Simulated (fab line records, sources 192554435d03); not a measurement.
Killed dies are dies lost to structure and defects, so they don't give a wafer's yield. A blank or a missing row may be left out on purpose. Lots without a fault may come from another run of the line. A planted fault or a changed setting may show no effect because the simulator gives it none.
Split-lot experiment | flow n5_finfet | 7 lots, 39 wafers read, on a route of 1938 steps

THE SPLIT
At N5_GATE_CUT_ETCH_56 (etches TiN in Cl2/Ar, target depth 21.6 nm), the setting target_depth_a was moved away from the recipe's 216 angstrom on 15 of the 39 wafers read, by -57.9% to +32.3%. The other wafers ran this setting at the recipe's value.

The reading is taken at the split's own step.

THE READING
etch.depth_nm (the simulator's own value, which no gauge read), in nm, at N5_GATE_CUT_ETCH_56 (etches TiN in Cl2/Ar, target depth 21.6 nm). The file gives no usual value for it. The 24 wafers here that ran the recipe average 21.499 nm, standard deviation 0.69 nm.

wafer  | tool, chamber at the split | target_depth_a as run, angstrom | against the recipe | etch.depth_nm, nm | against lot-mates on the recipe
L078.1 | rie_metal-02, 1            | 216                             | recipe             | 20.86             | -
L078.2 | rie_metal-02, 0            | 265.6                           | +23.0%             | 25.46             | +4.673
L078.3 | rie_metal-02, 1            | 216                             | recipe             | 20.69             | -
L078.4 | rie_metal-02, 0            | 265.6                           | +23.0%             | 25.22             | +4.433
L078.5 | rie_metal-02, 1            | 216                             | recipe             | 20.81             | -
L078.6 | rie_metal-02, 0            | 265.6                           | +23.0%             | 25.37             | +4.583
L081.1 | rie_metal-03, 1            | 133.2                           | -38.3%             | 13.06             | -8.117
L081.2 | rie_metal-03, 1            | 216                             | recipe             | 21.19             | -
L081.3 | rie_metal-03, 1            | 216                             | recipe             | 20.98             | -
L081.4 | rie_metal-03, 1            | 133.2                           | -38.3%             | 13.03             | -8.147
L081.5 | rie_metal-03, 1            | 133.2                           | -38.3%             | 13.07             | -8.107
L081.6 | rie_metal-03, 1            | 216                             | recipe             | 21.36             | -
L086.1 | rie_metal-02, 1            | 90.94                           | -57.9%             | 8.788             | -11.859
L086.2 | rie_metal-02, 0            | 216                             | recipe             | 20.57             | -
L086.3 | rie_metal-02, 1            | 216                             | recipe             | 20.7              | -
L086.4 | rie_metal-02, 0            | 90.94                           | -57.9%             | 8.719             | -11.928
L086.5 | rie_metal-02, 0            | 216                             | recipe             | 20.67             | -
L086.6 | rie_metal-02, 1            | 90.94                           | -57.9%             | 8.878             | -11.769
L087.1 | rie_metal-03, 0            | 96.94                           | -55.1%             | 10.26             | -11.607
L087.2 | rie_metal-03, 1            | 96.94                           | -55.1%             | 9.609             | -12.258
L087.3 | rie_metal-03, 0            | 216                             | recipe             | 22.65             | -
L087.4 | rie_metal-03, 1            | 216                             | recipe             | 21.52             | -
L087.5 | rie_metal-03, 1            | 216                             | recipe             | 21.43             | -
L087.6 | rie_metal-03, 0            | 96.94                           | -55.1%             | 10.15             | -11.717
L089.1 | rie_metal-03, 1            | 216                             | recipe             | 21.11             | -
L089.2 | rie_metal-03, 0            | 216                             | recipe             | 22.22             | -
L089.3 | rie_metal-03, 0            | 216                             | recipe             | 22.27             | -
L090.1 | rie_metal-03, 0            | 216                             | recipe             | 22.64             | -
L090.2 | rie_metal-03, 1            | 216                             | recipe             | 21.5              | -
L090.3 | rie_metal-03, 1            | 216                             | recipe             | 21.29             | -
L090.4 | rie_metal-03, 0            | 216                             | recipe             | 22.61             | -
L090.5 | rie_metal-03, 0            | 216                             | recipe             | 22.69             | -
L090.6 | rie_metal-03, 1            | 216                             | recipe             | 21.31             | -
L096.1 | rie_metal-03, 0            | 216                             | recipe             | 22.3              | -
L096.2 | rie_metal-03, 1            | 216                             | recipe             | 21.29             | -
L096.3 | rie_metal-03, 1            | 285.7                           | +32.3%             | 28.11             | +6.473
L096.4 | rie_metal-03, 0            | 285.7                           | +32.3%             | 29.36             | +7.723
L096.5 | rie_metal-03, 1            | 216                             | recipe             | 21.32             | -
L096.6 | rie_metal-03, 0            | 285.7                           | +32.3%             | 29.59             | +7.953

THE FIT
A straight line over all 39 wafers: etch.depth_nm changes by +0.214 nm for each +1% of target_depth_a; r = +0.99; the points scatter about the line by 0.7 nm.
The same after taking each lot's own level away (the mean of its wafers on the recipe; 39 wafers): +0.212 nm for each +1%; r = +1.00; scatter 0.47 nm.
On that fit, the largest move of target_depth_a shifts the reading by 12 nm.
The lots' own levels span 20.6467 to 22.0067 nm, that is 2.0 times the standard deviation above.
So the lot-to-lot level changes the slope little: the two slopes agree.
Check: with one of the wafers moved furthest among these (-57.9%) left out of the fit, the line predicts -12.3 nm for it against its lot-mates. It came out at -11.9 nm against them.

OTHER SPLITS ON THESE WAFERS
These wafers also went through other splits before the reading. Each is held against what the fit with the lots' levels taken away leaves over:
other split on the same wafers     | wafers away from the commonest value | r with etch.depth_nm (lot level and that fit taken away)
N5_SD_EPI_P_ETCH_16 target_depth_a | 12                                   | -0.21

THE FILE'S OWN FIT
etch.depth_nm changes by +0.212 nm for each +1% of target_depth_a, r = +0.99.
